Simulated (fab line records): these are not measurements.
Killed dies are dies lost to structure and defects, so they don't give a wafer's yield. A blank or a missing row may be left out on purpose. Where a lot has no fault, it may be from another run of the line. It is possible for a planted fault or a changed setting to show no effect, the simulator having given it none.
Which tool did it?    flow nand harc    12 lots, 36 wafers sampled, at 2 steps of a route of 1302

## WHAT THE GAUGES SHOWED, per wafer
NHARC_A_CHANNEL_HOLE_D2_OVL_MEAS_11.
lot   measured      on          overlay x nm (nm)
L075  day 13 16:19  overlay-02  -1.3 -1.3 -1.3
L077  day 14 10:59  overlay-01  0.6 0.9 1.2
L080  day 15 20:35  overlay-02  -1.4 -1.3 -0.8
L081  day 16 07:56  overlay-01  0.8 0.3 0.3
L083  day 17 01:17  overlay-01  -0.1 -1.3 -0.8
L084  day 17 12:34  overlay-02  -1.3 -1.5 -1.2
L087  day 18 07:06  overlay-01  0.3 -0.2 -0.2
L090  day 19 21:28  overlay-02  -1.3 -0.6 -1.4
L091  day 20 15:11  overlay-01  1.0 0.7 1.0
L093  day 21 01:13  overlay-01  -0.6 0.1 -0.1
L095  day 22 11:11  overlay-01  -0.3 -0.2 0.8
L097  day 23 07:43  overlay-01  0.4 0.2 0.1

## WHAT TOOL EACH LOT RAN ON (gives the tool, then ch and the chambers of the sampled wafers, and finally the start)
lot   NHARC_A_CHANNEL_HOLE_D2_DEP_00
L075  acl dep-01 ch 0, day 13 14:04
L077  acl dep-01 ch 0, day 14 08:43
L080  acl dep-03 ch 0, day 15 18:37
L081  acl dep-03 ch 0, day 16 05:20
L083  acl dep-02 ch 0, day 16 22:34
L084  acl dep-03 ch 0, day 17 10:47
L087  acl dep-01 ch 0, day 18 04:58
L090  acl dep-02 ch 0, day 19 18:41
L091  acl dep-03 ch 0, day 20 12:46
L093  acl dep-03 ch 0, day 20 22:46
L095  acl dep-01 ch 0, day 22 08:28
L097  acl dep-01 ch 0, day 23 05:16
- NHARC_A_CHANNEL_HOLE_D2_DEP_00: deposits aC, target thk 3100 nm.

## THE ANSWER, worked out from the rows above alone
Rule: the usual values come from the lots themselves. Put in order of their means at a reading, lots are off if they are a third of the lots or fewer, leave a main group of 4 or more, and stand apart from it by a gap of 3 or more times the standard deviation of the main group's means; of several such gaps the widest counts. The tables above print the reading to a certain number of digits; a main group whose means all agree to those digits is not used. A lot without any number at a reading at which 4 lots or more have one is off too. The other lots that the step has rows for count as sound.
None of the lots is off at any reading shown; this tells nothing.

## WHAT HAD BEEN PUT IN BY THE SIMULATOR
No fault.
